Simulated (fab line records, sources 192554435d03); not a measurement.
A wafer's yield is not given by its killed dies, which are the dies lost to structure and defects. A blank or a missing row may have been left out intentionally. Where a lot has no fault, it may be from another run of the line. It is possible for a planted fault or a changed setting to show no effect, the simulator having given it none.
Chamber matching -- flow n5 finfet -- N5_BEOL_M2_DESCUM_16 on rie diel-03 has 4 sister chambers
The step chemistry O2, time 7 s. 27 wafers are shown with their chamber, then 12 later ones without.

## WAFERS, EACH WITH ITS CHAMBER
wafer,chamber,showerhead plenum p Torr (Torr),drypump motor current A (A),throttle valve pct (%)
L077.1,0,2.18,6.2,20.72
L077.2,2,2.00,6.0,20.32
L077.5,3,2.13,5.6,20.63
L079.1,1,2.22,5.2,20.04
L079.2,2,2.00,6.0,20.32
L079.6,3,2.13,5.6,20.66
L081.2,3,2.13,5.6,20.66
L081.3,1,2.21,5.2,20.05
L081.6,1,2.21,5.2,20.06
L082.1,2,2.00,6.0,20.34
L082.2,1,2.21,5.2,20.05
L082.6,1,2.21,5.2,20.07
L084.2,2,1.99,6.0,20.32
L084.4,2,1.99,6.0,20.34
L084.5,0,2.17,6.3,20.77
L085.1,0,2.17,6.3,20.76
L085.3,3,2.12,5.6,20.68
L085.5,2,1.99,6.0,20.35
L086.1,2,1.99,6.0,20.36
L086.4,3,2.12,5.6,20.68
L086.5,1,2.21,5.2,20.07
L087.1,2,1.99,6.0,20.36
L087.4,0,2.17,6.2,20.76
L087.5,0,2.17,6.3,20.77
L088.1,1,2.21,5.2,20.08
L088.3,3,2.12,5.7,20.68
L088.6,2,1.99,6.0,20.36

SIGNATURES (means of the wafers above)
reading,chamber 0,chamber 1,chamber 2,chamber 3,scatter within a chamber
showerhead plenum p Torr,2.1720,2.2114,1.9933,2.1250,0.00474
drypump motor current A,6.260,5.200,6.000,5.617,0.0297
throttle valve pct,20.7560,20.0600,20.3411,20.6650,0.0179
Rule: a wafer lies at a distance from a chamber equal to the root of the sum of squares, over the readings, of (its reading less the chamber's mean, divided by the reading's scatter). If the next closest chamber is less than 2 further off than the closest, the wafer can't be placed; otherwise it belongs to the closest. The scatter: take each reading less its chamber's mean, square it, sum over the shown wafers, divide by the number of wafers less the number of chambers, and take the root.

## WAFERS MISSING THEIR CHAMBER
wafer,showerhead plenum p Torr (Torr),drypump motor current A (A),throttle valve pct (%)
L090.4,2.16,6.3,20.78
L090.5,2.20,5.2,20.08
L090.6,2.16,6.3,20.77
L091.2,2.16,6.2,20.79
L091.3,2.12,5.6,20.70
L091.5,1.99,6.0,20.37
L093.1,2.20,5.2,20.09
L093.5,1.98,6.0,20.40
L093.6,2.20,5.1,20.10
L096.2,2.16,6.3,20.81
L096.4,2.11,5.6,20.71
L096.6,2.16,6.3,20.81

## WHICH CHAMBER EACH WENT THROUGH
wafer,from the rows above,in truth
L090.4,0,0
L090.5,1,1
L090.6,0,0
L091.2,0,0
L091.3,3,3
L091.5,2,2
L093.1,1,1
L093.5,2,2
L093.6,1,1
L096.2,0,0
L096.4,3,3
L096.6,0,0
Placed correctly: 12 of 12. From these rows, 0 cannot be placed. Wrongly placed: 0.
